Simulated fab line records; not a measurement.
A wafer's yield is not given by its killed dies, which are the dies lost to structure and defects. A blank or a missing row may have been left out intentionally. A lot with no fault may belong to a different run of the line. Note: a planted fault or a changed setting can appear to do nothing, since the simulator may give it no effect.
Which tool did it? ; flow n5_finfet ; Sampling: 12 lots, 36 wafers, 2 of 1938 route steps

WHAT THE GAUGES READ, wafer by wafer
N5_BEOL_M14_CD_MEAS_10 targets a cd of 250 nm.
lot;measured;on;cd_nm (nm)
L075;day 12 02:06;cd_sem-01;248.0 248.7 251.1
L079;day 12 11:04;cd_sem-03;250.3 251.3 251.7
L077;day 12 17:29;cd_sem-03;248.8 247.9 250.6
L083;day 13 11:31;cd_sem-01;246.7 249.0 250.8
L082;day 13 18:27;cd_sem-02;250.4 248.5 252.2
L085;day 14 07:21;cd_sem-03;253.0 253.3 252.4
L086;day 15 04:11;cd_sem-01;248.4 246.6 251.1
L088;day 15 20:01;cd_sem-01;249.9 250.4 251.8
L090;day 15 20:50;cd_sem-02;252.4 249.1 248.9
L092;day 16 16:55;cd_sem-03;247.7 250.5 250.8
L095;day 17 07:26;cd_sem-01;251.4 249.1 249.0
L097;day 17 17:01;cd_sem-01;247.8 246.6 249.6

EACH LOT AND THE TOOL THAT RAN IT (in order: tool; ch and the chambers of the sampled wafers; start)
lot;N5_BEOL_M13_CMP_49
L075;cmp-03 ch 0,2,3, day 12 01:07
L079;cmp-04 ch 0,1,3, day 12 09:57
L077;cmp-03 ch 0,1,3, day 12 16:22
L083;cmp-01 ch 1,2,3, day 13 10:34
L082;cmp-04 ch 2,3, day 13 17:28
L085;cmp-01 ch 0,1,3, day 14 06:21
L086;cmp-04 ch 0,1,3, day 15 03:06
L088;cmp-03 ch 0,1,3, day 15 18:55
L090;cmp-03 ch 2,3, day 15 19:40
L092;cmp-04 ch 0,1, day 16 15:48
L095;cmp-04 ch 0,2, day 17 06:22
L097;cmp-04 ch 0,2,3, day 17 15:50
- N5_BEOL_M13_CMP_49: polishes, stops on SiOC, t overpolish 17.1 s, target thk 420 nm.

THE ANSWER, worked out from the rows above alone
Rule: what is usual is taken from the lots themselves. The widest of any qualifying gaps counts: lots, ordered by their means at a reading, are off when they make up no more than a third of the lots, leave a main group of 4 or more, and stand apart from it by 3 or more times the standard deviation of that group's means. If all means in a main group match to the digits the tables above print for the reading, that group is not used. Also off: a lot with no number at a reading for which 4 or more lots have one. Any other lot the step has rows for is counted as sound.
No lot is off at any reading shown: from this, nothing can be told.

WHAT THE SIMULATOR HAD INSERTED
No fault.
